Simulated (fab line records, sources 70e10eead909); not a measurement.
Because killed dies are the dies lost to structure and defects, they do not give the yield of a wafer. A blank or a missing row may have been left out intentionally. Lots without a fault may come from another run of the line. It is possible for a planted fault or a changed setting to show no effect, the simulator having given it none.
Chamber matching -- flow nand_harc -- 3 sister chambers for NHARC_P_M2_PRE_CLEAN_32 on pecvd-01
The step time 12 s. 6 wafers are shown with their chamber, then 7 later ones without.

## WAFERS PAIRED WITH THEIR CHAMBERS
wafer,chamber,heater_power_w (W)
L107.6,1,480
L114.3,2,619
L114.5,1,523
L114.6,0,707
L119.2,0,701
L119.4,2,651

## WAFERS MISSING THEIR CHAMBER
wafer,heater_power_w (W)
L119.5,473
L121.1,609
L121.3,711
L121.6,606
L122.1,663
L122.2,468
L122.5,665

## THE CHAMBER EACH PASSED THROUGH
wafer,from the rows above,in truth
L119.5,1,1
L121.1,2,2
L121.3,0,0
L121.6,2,2
L122.1,can't be placed: 2 or 0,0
L122.2,1,1
L122.5,can't be placed: 2 or 0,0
Correctly placed: 5 of 7. Can't be placed from these rows: 2 (the true chamber is among the candidates in 2). 0 placed wrongly.
How it was worked out, from the rows above alone: a wafer's distance from a chamber is the root of the sum, over the readings, of the square of ((its reading less the chamber's mean) divided by the reading's scatter). The wafer belongs to the nearest chamber; if the next one is less than 2 further off, it can't be placed. A chamber's mean is the mean of its shown wafers. The scatter is the square root of a quotient: the sum, over the shown wafers, of each reading's squared deviation from its chamber's mean, divided by wafers minus chambers.
